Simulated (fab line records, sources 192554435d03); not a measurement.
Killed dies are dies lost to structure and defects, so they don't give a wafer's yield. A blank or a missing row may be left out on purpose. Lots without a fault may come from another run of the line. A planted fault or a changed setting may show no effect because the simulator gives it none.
A struck lot beside a sound one | flow n5_finfet | 36 steps out of a route of 1938
Sound: wafers L702.3, L702.4, L702.6. Struck: wafers L709.1, L709.2, L709.6. The cause comes at the end.
At each step with rows: each side's tool, then ch and its chambers, then its first start. Under that, the readings that differ: sound wafers | struck wafers | difference of the means | sigmas: that difference in standard deviations of wafers without a fault.
alike: readings whose means differ by less than 2 such deviations, and words and numbers that are the same on both sides. not compared: withheld readings, readings that some wafer has no value for, bounds like >300 that may hide the same value, and numbers for which the record gives no deviation and whose values overlap.
The two part at a step that has a row with sigmas, a row that says differs or no value, or rows on one side only. Numbers that don't overlap but have no deviation are shown without sigmas and don't part them. A reading that every wafer of one side lacks parts them only if that side has two wafers or more.

first, 9 steps without rows for these wafers: N5_BEOL_M4_ANNEAL_95 (time 240 s); N5_BEOL_M4_SPUTTER_96 (material Cu, target thk 4.5 nm, time 8.29 s); N5_BEOL_M4_ECD_50 (material Cu, target thk 300 nm); N5_BEOL_M4_ANNEAL_51 (time 90 s); N5_BEOL_M4_CMP_52 (polishes, stops on SiOC, t overpolish 6.8 s, target thk 40 nm); N5_BEOL_M4_PRE_CLEAN_60 (time 15 s); N5_BEOL_M4_CO_CAP_55 (material Co, precursor CCTBA/H2, target thk 2 nm, time 102.1 s); N5_BEOL_M4_PRE_CLEAN_56 (time 15 s); N5_BEOL_M4_DEP_57 (deposits SiCN from 3MS/NH3, target thk 8 nm, time 14 s).
N5_BEOL_M4_RC_MEAS_101:
  sound on prober-02 ch 0, day 12 19:17; struck on prober-02 ch 0, day 15 02:09
  reading       | sound          | struck         | difference | sigmas
  DIBL_P (mV/V) | 35.6 35.1 35.5 | 39.3 36.0 39.4 | +2.8       | +2
  alike: DIBL_N, IOFF_N, IOFF_P, ION_N, ION_P, SS_N, SS_P, VT_N, VT_P
then, 24 steps without rows for these wafers: N5_BEOL_M5_ILD_DEP_00 (deposits SiCOH lowk from DEMS/porogen, target thk 140.64 nm, time 25.9 s); N5_BEOL_M5_CURE_79 (cures SiCOH lowk, time 240 s); N5_BEOL_M5_PECVD_70 (deposits SiO2 from TEOS/O2, target thk 16 nm, time 18 s); N5_BEOL_M5_HM_DEP_02 (deposits TiN, target thk 20 nm); N5_BEOL_M5_COAT_59 (time 60 s, resist thk 60 nm); N5_BEOL_M5_COAT_60 (time 60 s, resist thk 12 nm); N5_BEOL_M5_COAT_71 (time 60 s, resist thk 5 nm); N5_BEOL_M5_COAT_05 (resist thk 30 nm); N5_BEOL_M5_EBR_07; N5_BEOL_M5_SOFTBAKE_06 (time 60 s); N5_BEOL_M5_EXPOSE_08 (exposes mask M5, target cd 28 nm); N5_BEOL_M5_PEB_09 (peb time 60 s); N5_BEOL_M5_DEVELOP_10 (develop time 30 s); N5_BEOL_M5_DESCUM_16 (chemistry O2, time 7 s); N5_BEOL_M5_ETCH_72 (etches underlayer in N2/H2, target depth 6.5 nm, time 5.2 s); N5_BEOL_M5_ETCH_61 (etches SiARC in CF4, target depth 15.6 nm, time 26 s); N5_BEOL_M5_ETCH_62 (etches SOC in N2/H2, target depth 75 nm, overetch 15 nm, time 112.5 s); N5_BEOL_M5_STRIP_63 (strips in N2/H2); N5_BEOL_M5_STRIP_73 (strips in N2/H2); N5_BEOL_M5_STRIP_64 (strips in CF4); N5_BEOL_M5_HM_OPEN_17 (chemistry Cl2/BCl3, target TiN, target depth 20 nm, overetch 6 nm); N5_BEOL_M5_STRIP_19 (strips in O2); N5_BEOL_M5_COAT_65 (time 60 s, resist thk 60 nm); N5_BEOL_M5_COAT_66 (time 60 s, resist thk 12 nm).
-- the record jumps here: 4 days lie between the struck wafers' starts before and after (it left off in module BEOL_M5 and takes up again in module BEOL_M13, whose first step shown is number 1699 of the route) --
N5_BEOL_M13_STRIP_37: strips in N2/H2.
  sound on plasma_asher-02 ch 0,1, day 15 19:53; struck on plasma_asher-02 ch 0,1, day 18 15:55
  no value came back on the struck wafers for any of 5 readings (drypump_motor_current_A (A), h2_flow_sccm (sccm) and others); on the sound wafers drypump_motor_current_A (A) reads 6.1 6.5 6.5
  not compared: rf_hours_counter_h
N5_PASSIVATION_PROBE_49:
  the record has rows for the struck wafers here (prober-01, day 20 06:22) and none for the sound ones

WHERE THEY PART
First at N5_BEOL_M4_RC_MEAS_101; last, within this record, at N5_PASSIVATION_PROBE_49.

WHY: what the simulator had put in
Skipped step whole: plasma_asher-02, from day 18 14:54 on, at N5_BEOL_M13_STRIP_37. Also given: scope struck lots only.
